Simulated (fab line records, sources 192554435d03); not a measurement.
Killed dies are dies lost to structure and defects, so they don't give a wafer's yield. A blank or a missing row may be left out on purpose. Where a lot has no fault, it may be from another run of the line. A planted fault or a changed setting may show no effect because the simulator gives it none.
fab line records + flow n5-finfet
[record]
- lots = 12
- wafers = 30
- last-day = 17
route steps=1938 shown BEOL_M14@1762 BEOL_M15@1773 PASSIVATION@1936
lots that met no fault: taken from a fault-free run of the same line
start-h: start of the lot's first displayed wafer, in hours after the record's first day + wait-h: time in hours since the lot's previous step + " identical to the entry in the row above + L1.1+2: a single row standing in for several wafers + - no value, or no start was given + * or withheld: withheld + < > ~ a bound
route shown NAME@n: NAME is a module with steps in the file, n the number in the route of the first one + usual: mean and standard deviation over wafers with no fault + same: alike in all rows + chamber/n: place in a boat + sites: the reading at each site + _std_site: standard deviation of those values + _edge_site: outer sites' mean less inner sites' + radius-mm: how far each site lies from the wafer's centre + mask NAME#n: copy n + behind: the tool/chamber that last shaped the wafer + hold: reason for holding the lot/hours on hold/outcome of the hold + device: the n, p or np transistor that did not switch + end of line: the tests these same wafers got at the end of their route + a step given without rows: its recipe and nothing more + killed: not the wafer's yield, but the dies lost to structure and defects at the first sort + map: a wafer's dies, marking killed ones x, the rest . and places with no die _
set.NAME: the setting the step ran with; set.NAME@STEP: the setting that earlier step ran with + model.NAME: the simulator's own value behind a step, which no gauge read
the route's steps for a sample of lots (tables are steps, rows are wafers)
services: the hour from which a tool's chamber was out of use, counted from the record's first day as start-h (under 0 if before that day), plus the number of hours and why
[[steps]]
[step N5_BEOL_M14_SPUTTER_43]
[recipe]
- material = TaN
- target-thk-a = 150
- temp-c = 50
- bias-v = 168.6
- power-w = 15000
- chamber-pressure-pa = 0.12
- time-s = 24.19
[usual]
- cathode-dc-power-W = 15000/2.7
- chamber-pressure-pa = 0.12003/0.00024
- throttle-valve-pct = 29.6/0.88
| lot.wafer | tool           | chamber | start-h | wait-h | cathode-dc-power-W | chamber-pressure-pa | throttle-valve-pct |
|-----------|----------------|---------|---------|--------|--------------------|---------------------|--------------------|
| L336.2    | pvd-sputter-01 | -       | 257.32  | 0.0    | 15011              | 0.12026             | 29.8               |
| L336.4    | "              | -       | "       | "      | 15000              | 0.12005             | 27.5               |
| L336.6    | "              | -       | "       | "      | 14998              | 0.12009             | 27.5               |
| L338.1    | pvd-sputter-02 | -       | 273.92  | 0.0    | 14998              | 0.12009             | 30.6               |
| L338.5    | "              | -       | "       | "      | 15001              | 0.12011             | 28.9               |
| L337.4    | pvd-sputter-01 | -       | 278.61  | 0.0    | 15000              | 0.11996             | 29.9               |
| L337.5    | "              | -       | "       | "      | 15000              | 0.11984             | 29.6               |
| L337.6    | "              | -       | "       | "      | 15000              | 0.12046             | 27.7               |
| L339.2    | pvd-sputter-03 | -       | 279.76  | 0.0    | 15000              | 0.12005             | 28.9               |
| L339.3    | "              | -       | "       | "      | 14999              | 0.11992             | 30.3               |
| L339.6    | "              | -       | "       | "      | 15000              | 0.12049             | 30.2               |
| L341.2    | pvd-sputter-03 | -       | 294.12  | 0.0    | 15000              | 0.11968             | 28.6               |
| L341.4    | "              | -       | "       | "      | 14996              | 0.11991             | 30.2               |
| L343.1    | pvd-sputter-02 | -       | 308.49  | 0.0    | 14996              | 0.11999             | 30.8               |
| L343.2    | "              | -       | "       | "      | 15000              | 0.11972             | 29.3               |
| L343.4    | "              | -       | "       | "      | 14997              | 0.11993             | 30.4               |
| L345.4    | pvd-sputter-03 | -       | 321.37  | 0.0    | 14998              | 0.12021             | 29.0               |
| L345.5    | "              | -       | "       | "      | 15002              | 0.11973             | 28.9               |
| L348.2    | pvd-sputter-02 | -       | 335.83  | 0.0    | 14999              | 0.12013             | 30.4               |
| L348.6    | "              | -       | "       | "      | 15005              | 0.11985             | 29.4               |
| L353.2    | pvd-sputter-02 | -       | 358.59  | 0.0    | 15002              | 0.12017             | 29.2               |
| L353.3    | "              | -       | "       | "      | 15003              | 0.12021             | 30.5               |
| L353.5    | "              | -       | "       | "      | 15003              | 0.1199              | 30.7               |
| L352.2    | pvd-sputter-02 | -       | 364.99  | 0.0    | 15000              | 0.1202              | 30.5               |
| L352.3    | "              | -       | "       | "      | 15003              | 0.12                | 28.9               |
| L356.4    | pvd-sputter-03 | -       | 384.96  | 0.0    | 14998              | 0.11982             | 29.8               |
| L356.6    | "              | -       | "       | "      | 15004              | 0.12001             | 30.2               |
| L355.1    | pvd-sputter-03 | -       | 385.46  | 0.0    | 15003              | 0.12023             | 29.7               |
| L355.4    | "              | -       | "       | "      | 15002              | 0.11965             | 28.9               |
| L355.6    | "              | -       | "       | "      | 15000              | 0.11994             | 30.7               |
[step N5_BEOL_M14_SPUTTER_44]
[recipe]
- material = Ta
- target-thk-a = 150
- temp-c = 50
- bias-v = 80
- power-w = 15000
- chamber-pressure-pa = 0.07
- time-s = 24.19
[usual]
- cathode-dc-power-W = 15000/2.7
- chamber-pressure-pa = 0.07001/0.00014
- throttle-valve-pct = 29.6/0.88
| lot.wafer | tool           | chamber | start-h | wait-h | cathode-dc-power-W | chamber-pressure-pa | throttle-valve-pct |
|-----------|----------------|---------|---------|--------|--------------------|---------------------|--------------------|
| L336.2    | pvd-sputter-01 | -       | 257.40  | 0.0    | 15002              | 0.06973             | 29.8               |
| L336.4    | "              | -       | "       | "      | 15001              | 0.07025             | 27.7               |
| L336.6    | "              | -       | "       | "      | 15001              | 0.07019             | 27.6               |
| L338.1    | pvd-sputter-02 | -       | 274.00  | 0.0    | 15003              | 0.06991             | 30.4               |
| L338.5    | "              | -       | "       | "      | 15001              | 0.06999             | 29.1               |
| L337.4    | pvd-sputter-01 | -       | 278.69  | 0.0    | 15002              | 0.06976             | 29.6               |
| L337.5    | "              | -       | "       | "      | 15001              | 0.06988             | 30.0               |
| L337.6    | "              | -       | "       | "      | 15000              | 0.07003             | 27.8               |
| L339.2    | pvd-sputter-03 | -       | 279.84  | 0.0    | 15000              | 0.0698              | 28.9               |
| L339.3    | "              | -       | "       | "      | 14998              | 0.06995             | 30.5               |
| L339.6    | "              | -       | "       | "      | 14996              | 0.06992             | 30.2               |
| L341.2    | pvd-sputter-03 | -       | 294.20  | 0.0    | 14999              | 0.07009             | 29.3               |
| L341.4    | "              | -       | "       | "      | 15002              | 0.06988             | 30.1               |
| L343.1    | pvd-sputter-02 | -       | 308.57  | 0.0    | 15000              | 0.07008             | 30.6               |
| L343.2    | "              | -       | "       | "      | 15001              | 0.06984             | 29.4               |
| L343.4    | "              | -       | "       | "      | 15003              | 0.06997             | 30.5               |
| L345.4    | pvd-sputter-03 | -       | 321.45  | 0.0    | 15000              | 0.06991             | 29.1               |
| L345.5    | "              | -       | "       | "      | 14999              | 0.0701              | 29.0               |
| L348.2    | pvd-sputter-02 | -       | 335.91  | 0.0    | 15004              | 0.07009             | 30.4               |
| L348.6    | "              | -       | "       | "      | 14999              | 0.06983             | 29.4               |
| L353.2    | pvd-sputter-02 | -       | 358.67  | 0.0    | 15001              | 0.06972             | 29.5               |
| L353.3    | "              | -       | "       | "      | 15003              | 0.06965             | 30.8               |
| L353.5    | "              | -       | "       | "      | 15001              | 0.06968             | 30.9               |
| L352.2    | pvd-sputter-02 | -       | 365.07  | 0.0    | 14997              | 0.06997             | 30.5               |
| L352.3    | "              | -       | "       | "      | 14998              | 0.06997             | 29.3               |
| L356.4    | pvd-sputter-03 | -       | 385.04  | 0.0    | 15000              | 0.06977             | 29.9               |
| L356.6    | "              | -       | "       | "      | 14997              | 0.07012             | 30.3               |
| L355.1    | pvd-sputter-03 | -       | 385.54  | 0.0    | 15000              | 0.0699              | 29.9               |
| L355.4    | "              | -       | "       | "      | 15000              | 0.07033             | 29.0               |
| L355.6    | "              | -       | "       | "      | 15000              | 0.07002             | 30.4               |
[step N5_BEOL_M14_ANNEAL_48]
[recipe]
- temp-c = 225
- time-s = 90
- ambient = N2
[usual]
- anneal-temp-c = 225.05/0.16
- wafer_temp_C_max = 226.0/0.43
| lot.wafer | tool          | chamber | start-h | wait-h | anneal-temp-c | wafer_temp_C_max |
|-----------|---------------|---------|---------|--------|---------------|------------------|
| L336.2    | rtp-anneal-02 | 0       | 257.83  | 0.2    | 225.04        | 225.8            |
| L336.4    | "             | 0       | "       | "      | 225.33        | 225.6            |
| L336.6    | "             | 0       | "       | "      | 225.36        | 225.8            |
| L338.1    | rtp-anneal-02 | 0       | 274.46  | 0.2    | 225.29        | 225.7            |
| L338.5    | "             | 0       | "       | "      | 225.25        | 225.3            |
| L337.4    | rtp-anneal-01 | 0       | 279.58  | 0.6    | 225.24        | 226.5            |
| L337.5    | "             | 0       | "       | "      | 225.03        | 226.6            |
| L337.6    | "             | 0       | "       | "      | 225.05        | 226.5            |
| L339.2    | rtp-anneal-02 | 0       | 280.33  | 0.2    | 225.23        | 225.8            |
| L339.3    | "             | 0       | "       | "      | 225.08        | 225.9            |
| L339.6    | "             | 0       | "       | "      | 224.87        | 225.8            |
| L341.2    | rtp-anneal-01 | 0       | 294.67  | 0.2    | 225.19        | 226.2            |
| L341.4    | "             | 0       | "       | "      | 225.18        | 226.5            |
| L343.1    | rtp-anneal-02 | 0       | 308.96  | 0.1    | 224.94        | 225.6            |
| L343.2    | "             | 0       | "       | "      | 224.98        | 225.9            |
| L343.4    | "             | 0       | "       | "      | 224.74        | 225.9            |
| L345.4    | rtp-anneal-02 | 0       | 321.97  | 0.2    | 224.67        | 225.6            |
| L345.5    | "             | 0       | "       | "      | 224.95        | 226.0            |
| L348.2    | rtp-anneal-01 | 0       | 336.34  | 0.2    | 224.87        | 226.0            |
| L348.6    | "             | 0       | "       | "      | 224.79        | 226.3            |
| L353.2    | rtp-anneal-01 | 0       | 359.10  | 0.2    | 225.07        | 226.0            |
| L353.3    | "             | 0       | "       | "      | 225.21        | 225.8            |
| L353.5    | "             | 0       | "       | "      | 224.94        | 226.3            |
| L352.2    | rtp-anneal-02 | 0       | 365.52  | 0.2    | 224.78        | 225.9            |
| L352.3    | "             | 0       | "       | "      | 225.14        | 225.5            |
| L356.4    | rtp-anneal-01 | 0       | 385.57  | 0.2    | 225.20        | 226.2            |
| L356.6    | "             | 0       | "       | "      | 224.84        | 226.3            |
| L355.1    | rtp-anneal-01 | 0       | 385.93  | 0.1    | 225.02        | 226.1            |
| L355.4    | "             | 0       | "       | "      | 225.02        | 225.6            |
| L355.6    | "             | 0       | "       | "      | 224.98        | 226.6            |
[step N5_BEOL_M14_CMP_49]
[recipe]
- stop-on = SiO2
- t-overpolish-s = 5.2
- down-force-psi = 2
- platen-rpm = 80
- clearing-platen-down-force-psi = 2
- clearing-platen-rpm = 80
- post-cmp-clean = cu-alkaline
- target-thk-nm = 560
- clearing-platen-pad-velocity-m-s = 1.5917
- pad-velocity-m-s = 1.5917
[usual]
- barrier-field-endpoint-s = 11.4/0.39
- clearing-platen-down-force-psi = 2.000/0.0042
- motor-current-A = 8.2/0.81
- platen-rpm = 80.00/0.05
| lot.wafer | tool   | chamber | start-h | wait-h | barrier-field-endpoint-s | clearing-platen-down-force-psi | motor-current-A | platen-rpm |
|-----------|--------|---------|---------|--------|--------------------------|--------------------------------|-----------------|------------|
| L336.4    | cmp-01 | 0       | 258.12  | 0.2    | 11.1                     | 1.998                          | 8.8             | 80.01      |
| L336.2    | "      | 1       | "       | "      | 12.2                     | 1.995                          | 7.4             | 80.00      |
| L336.6    | "      | 0       | "       | "      | 11.1                     | 1.999                          | 8.8             | 80.02      |
| L338.1    | cmp-03 | 2       | 274.77  | 0.3    | 10.8                     | 2.002                          | 8.4             | 79.98      |
| L338.5    | "      | 3       | "       | "      | 11.1                     | 1.995                          | 7.2             | 80.02      |
| L337.4    | cmp-03 | 3       | 279.74  | 0.1    | 11.8                     | 1.996                          | 6.7             | 80.01      |
| L337.6    | "      | 3       | "       | "      | 11.5                     | 1.999                          | 7.2             | 80.01      |
| L337.5    | "      | 0       | "       | "      | 10.8                     | 2.006                          | 9.7             | 80.08      |
| L339.3    | cmp-01 | 3       | 280.62  | 0.2    | 12.1                     | 1.999                          | 7.7             | 80.05      |
| L339.2    | "      | 1       | "       | "      | 12.0                     | 2.003                          | 7.9             | 80.02      |
| L339.6    | "      | 2       | "       | "      | 11.1                     | 2.000                          | 9.1             | 79.96      |
| L341.2    | cmp-01 | 3       | 294.96  | 0.2    | 12.1                     | 2.000                          | 8.6             | 79.92      |
| L341.4    | "      | 0       | "       | "      | 11.0                     | 1.996                          | 8.5             | 79.99      |
| L343.4    | cmp-04 | 0       | 309.26  | 0.1    | 11.4                     | 2.009                          | 7.8             | 80.08      |
| L343.2    | "      | 1       | "       | "      | 11.3                     | 1.996                          | 8.1             | 79.98      |
| L343.1    | "      | 2       | "       | "      | 11.5                     | 2.002                          | 7.1             | 80.05      |
| L345.4    | cmp-01 | 3       | 322.25  | 0.2    | 12.2                     | 1.996                          | 8.2             | 80.02      |
| L345.5    | "      | 3       | "       | "      | 12.0                     | 1.997                          | 8.2             | 80.05      |
| L348.2    | cmp-04 | 0       | 336.71  | 0.3    | 10.4                     | 2.001                          | 7.7             | 79.95      |
| L348.6    | "      | 2       | "       | "      | 9.9                      | 2.006                          | 7.1             | 79.92      |
| L353.3    | cmp-01 | 1       | 359.35  | 0.2    | 11.4                     | 1.992                          | 8.1             | 79.97      |
| L353.2    | "      | 2       | "       | "      | 9.6                      | 2.005                          | 9.3             | 79.90      |
| L353.5    | "      | 1       | "       | "      | 11.5                     | 1.998                          | 8.3             | 79.95      |
| L352.3    | cmp-01 | 1       | 365.77  | 0.2    | 11.6                     | 2.004                          | 7.6             | 80.05      |
| L352.2    | "      | 0       | "       | "      | 9.9                      | 2.004                          | 9.2             | 80.04      |
| L356.4    | cmp-04 | 1       | 385.84  | 0.2    | 11.8                     | 2.003                          | 8.4             | 80.03      |
| L356.6    | "      | 2       | "       | "      | 11.2                     | 1.996                          | 7.0             | 79.99      |
| L355.4    | cmp-01 | 1       | 386.24  | 0.1    | 12.0                     | 1.999                          | 8.1             | 80.03      |
| L355.1    | "      | 0       | "       | "      | 11.0                     | 2.000                          | 8.3             | 80.00      |
| L355.6    | "      | 1       | "       | "      | 11.8                     | 2.002                          | 7.6             | 80.06      |
[step N5_BEOL_M15_ILD_DEP_00]
[recipe]
- material = SiO2
- target-thk-a = 16293
- temp-c = 400
- precursor = TEOS/O2
- pressure-torr = 6.5
- rf-w = 900
- teos-flow-sccm = 161.4
- gas = O2
- flow-sccm = 2650
- time-s = 346.1
[usual]
- heater-power-w = 561/130
- showerhead-plenum-p-Torr = 8.34/0.043
- showerhead-vpp-V = 1843/130
- throttle-valve-pct = 19.0/1.2
| lot.wafer | tool     | chamber | start-h | wait-h | heater-power-w | showerhead-plenum-p-Torr | showerhead-vpp-V | throttle-valve-pct |
|-----------|----------|---------|---------|--------|----------------|--------------------------|------------------|--------------------|
| L336.2    | pecvd-04 | 2       | 258.57  | 0.0    | 603            | 8.33                     | 1752             | 20.8               |
| L336.4    | "        | 2       | "       | "      | 478            | 8.32                     | 1732             | 20.9               |
| L336.6    | "        | 2       | "       | "      | 600            | 8.32                     | 1731             | 20.6               |
| L338.1    | pecvd-04 | 0       | 275.25  | 0.0    | 732            | 8.32                     | 1671             | 18.5               |
| L338.5    | "        | 1       | "       | "      | 377            | 8.24                     | 1771             | 19.4               |
| L337.4    | pecvd-03 | 1       | 280.36  | 0.1    | 457            | 8.36                     | 1911             | 19.1               |
| L337.5    | "        | 2       | "       | "      | 647            | 8.36                     | 1948             | 16.5               |
| L337.6    | "        | 0       | "       | "      | 503            | 8.38                     | 1961             | 19.1               |
| L339.2    | pecvd-03 | 0       | 281.07  | 0.0    | 515            | 8.41                     | 1964             | 19.4               |
| L339.3    | "        | 2       | "       | "      | 568            | 8.38                     | 1976             | 16.3               |
| L339.6    | "        | 2       | "       | "      | 672            | 8.36                     | 1953             | 16.4               |
| L341.2    | pecvd-04 | 2       | 295.41  | 0.0    | 618            | 8.32                     | 1713             | 20.7               |
| L341.4    | "        | 0       | "       | "      | 689            | 8.32                     | 1685             | 18.5               |
| L343.1    | pecvd-04 | 1       | 309.75  | 0.0    | 427            | 8.24                     | 1775             | 19.6               |
| L343.2    | "        | 0       | "       | "      | 776            | 8.32                     | 1676             | 18.4               |
| L343.4    | "        | 1       | "       | "      | 482            | 8.27                     | 1761             | 19.5               |
| L345.4    | pecvd-03 | 2       | 322.81  | 0.1    | 641            | 8.38                     | 1943             | 16.7               |
| L345.5    | "        | 0       | "       | "      | 391            | 8.38                     | 1987             | 19.5               |
| L348.2    | pecvd-04 | 1       | 337.11  | 0.0    | 410            | 8.24                     | 1745             | 19.4               |
| L348.6    | "        | 1       | "       | "      | 474            | 8.28                     | 1775             | 19.1               |
| L353.2    | pecvd-03 | 1       | 359.84  | 0.0    | 579            | 8.36                     | 1907             | 19.4               |
| L353.3    | "        | 0       | "       | "      | 402            | 8.38                     | 1970             | 19.5               |
| L353.5    | "        | 0       | "       | "      | 479            | 8.39                     | 1984             | 19.6               |
| L352.2    | pecvd-03 | 1       | 366.28  | 0.0    | 556            | 8.35                     | 1912             | 19.4               |
| L352.3    | "        | 0       | "       | "      | 501            | 8.39                     | 1996             | 19.6               |
| L356.4    | pecvd-02 | 0       | 386.32  | 0.1    | 585            | 8.41                     | 2048             | 18.2               |
| L356.6    | "        | 2       | "       | "      | 384            | 8.41                     | 1788             | 18.3               |
| L355.1    | pecvd-03 | 2       | 386.73  | 0.0    | 538            | 8.36                     | 1952             | 16.9               |
| L355.4    | "        | 2       | "       | "      | 641            | 8.34                     | 1952             | 16.7               |
| L355.6    | "        | 0       | "       | "      | 505            | 8.38                     | 1969             | 19.9               |
[step N5_PASSIVATION_PROBE_49]
[usual]
- defect-limited-yield = 91.3/1.4
- killed_at_M0_to_M3 = 32/9.5
- killed_at_M4_up = 14/5.2
- killed-at-contacts = 13/5.7
- killed-at-front-end = 41/12
- killed-at-other = 3.5/2.6
- killed-dies = 103/17
- killed-open = 68/14
- killed-short = 32/7
- sort_bin_4_leakage = 0.01/0.051
- sort_bin_5_function = 5.0/0.91
- sort_bin_6_memory = 3.3/0.7
- sort_bin_8_speed = 0.03/0.22
- sort-n-pass = 1076/17
- sort-yield-pct = 91.2/1.4
[same]
- gross-dies = 1180
- killed-at-back-side = 0
| lot.wafer | tool      | chamber | start-h | wait-h | defect-limited-yield[%] | killed_at_M0_to_M3 | killed_at_M4_up | killed-at-contacts | killed-at-front-end | killed-at-other | killed-dies | killed-open | killed-short | sort_bin_4_leakage[%] | sort_bin_5_function[%] | sort_bin_6_memory[%] | sort_bin_8_speed[%] | sort-n-pass | sort-yield-pct[%] |
|-----------|-----------|---------|---------|--------|-------------------------|--------------------|-----------------|--------------------|---------------------|-----------------|-------------|-------------|--------------|-----------------------|------------------------|----------------------|---------------------|-------------|-------------------|
| L343.2    | prober-01 | -       | 331.22  | 0.1    | 93.8                    | 22                 | 12              | 8                  | 28                  | 3               | 73          | 46          | 26           | 0                     | 3.6                    | 2.5                  | 0                   | 1107        | 93.8              |
| L343.4    | prober-01 | -       | 331.32  | 0.2    | 90.8                    | 22                 | 22              | 17                 | 41                  | 7               | 109         | 67          | 32           | 0                     | 5.5                    | 2.8                  | 0                   | 1071        | 90.8              |
| L345.4    | prober-01 | -       | 341.83  | 0.2    | 87.7                    | 58                 | 26              | 11                 | 48                  | 2               | 145         | 103         | 41           | 0                     | 7.5                    | 4.3                  | 0                   | 1035        | 87.7              |
| L345.5    | prober-01 | -       | 341.88  | 0.2    | 90.0                    | 41                 | 9               | 14                 | 53                  | 1               | 118         | 87          | 30           | 0                     | 6.0                    | 3.5                  | 0                   | 1062        | 90.0              |
| L353.5    | prober-01 | -       | 378.28  | 0.2    | 92.9                    | 26                 | 11              | 11                 | 36                  | 0               | 84          | 60          | 24           | 0                     | 4.7                    | 2.2                  | 0                   | 1096        | 92.9              |
// killed by level:class
L343.2 FIN_SAQP:geometric-particle:short=11 MOL_CONTACT_COAG:geometric-particle:open=7 BEOL_M1:geometric-particle:open=6 FIN_SAQP:geometric-particle:open=5 BEOL_M3:geometric-particle:open=5 BEOL_M4:geometric-particle:open=5 STI_FIN_REVEAL:geometric-particle:open=3 BEOL_M0_SAQP:geometric-particle:short=3
L343.4 MOL_CONTACT_COAG:geometric-particle:open=14 BEOL_M4:geometric-particle:open=10 STI_FIN_REVEAL:geometric-particle:open=9 HKMG_FIN:area-etch=9 FIN_SAQP:geometric-particle:short=5 GATE_CUT:geometric-particle:short=4 BEOL_M0_SAQP:geometric-particle:short=4 BEOL_M1:geometric-particle:open=4
L345.4 BEOL_M1:geometric-particle:open=14 FIN_SAQP:geometric-particle:open=13 MOL_CONTACT_COAG:geometric-particle:open=11 BEOL_M0_SAQP:geometric-particle:open=10 BEOL_M3:geometric-particle:open=10 GATE_CUT:geometric-particle:short=9 BEOL_M0:geometric-particle:open=7 BEOL_M5:geometric-particle:open=6
L345.5 BEOL_M1:geometric-particle:open=20 FIN_SAQP:geometric-particle:open=12 MOL_CONTACT_COAG:geometric-particle:open=12 STI_FIN_REVEAL:geometric-particle:open=11 GATE_CUT:geometric-particle:short=11 GATE_CUT:geometric-particle:open=11 BEOL_M0:geometric-particle:open=6 BEOL_M1:geometric-particle:short=4
L353.5 STI_FIN_REVEAL:geometric-particle:open=12 MOL_CONTACT_COAG:geometric-particle:open=9 BEOL_M1:geometric-particle:open=8 BEOL_M3:geometric-particle:open=8 FIN_SAQP:geometric-particle:open=6 FIN_SAQP:geometric-particle:short=4 GATE_CUT:geometric-particle:short=4 BEOL_M4:geometric-particle:open=4
[[services]]
| tool           | chamber | start-h | hours | kind   |
|----------------|---------|---------|-------|--------|
| cmp-04         | -       | 256.08  | 18.7  | pm     |
| cmp-01         | -       | 258.31  | 4.0   | pm     |
| pecvd-02       | 2       | 262.76  | 15.1  | repair |
| cmp-04         | -       | 275.43  | 4.6   | pm     |
| cmp-03         | -       | 281.20  | 3.0   | repair |
| cmp-04         | -       | 287.18  | 3.8   | repair |
| pecvd-04       | 1       | 292.16  | 6.6   | repair |
| pecvd-03       | -       | 300.66  | 0.8   | pm     |
| cmp-03         | -       | 302.98  | 5.4   | pm     |
| pvd-sputter-02 | -       | 303.66  | 4.3   | repair |
| cmp-04         | -       | 314.23  | 4.0   | pm     |
| cmp-03         | -       | 316.32  | 1.8   | repair |
| pecvd-04       | -       | 320.93  | 1.3   | repair |
| pvd-sputter-03 | -       | 332.51  | 3.0   | repair |
| cmp-03         | -       | 340.67  | 15.1  | pm     |
| cmp-04         | -       | 341.79  | 3.5   | pm     |
| pvd-sputter-02 | -       | 342.91  | 6.3   | repair |
| cmp-01         | -       | 346.52  | 0.4   | repair |
| cmp-03         | -       | 366.79  | 3.5   | pm     |
| cmp-01         | -       | 371.77  | 2.0   | repair |
| cmp-03         | -       | 373.84  | 4.0   | pm     |
| cmp-01         | -       | 376.89  | 7.8   | pm     |
| cmp-03         | -       | 383.44  | 1.5   | repair |
| pvd-sputter-03 | -       | 385.71  | 1.1   | repair |
[[key]]
[first-sign]
- step = N5_BEOL_M14_CMP_49
- reading = barrier-field-endpoint-s
- direction = down
- sigmas = 3.8
- usual = 11.4
- struck = 9.9
effect none on later readings
met-at N5_BEOL_M14_SPUTTER_43
struck-lots L348,L352,L353
struck-wafers L348.2,L348.6,L352.2,L353.2
not-acting-at N5_BEOL_M14_SPUTTER_44,N5_BEOL_M14_ANNEAL_48,N5_BEOL_M15_ILD_DEP_00
onset-between 308.49 335.83
[fault]
- kind = process-parameter-drift
- tool = pvd-sputter-02
- chamber = -
- onset-h = 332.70
- steps = N5_BEOL_M14_SPUTTER_43
- channel = time-s
- offset = *
- shape = step
- end-h = 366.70
- scope = struck-wafers-only
- acts-in = *
- stated = *
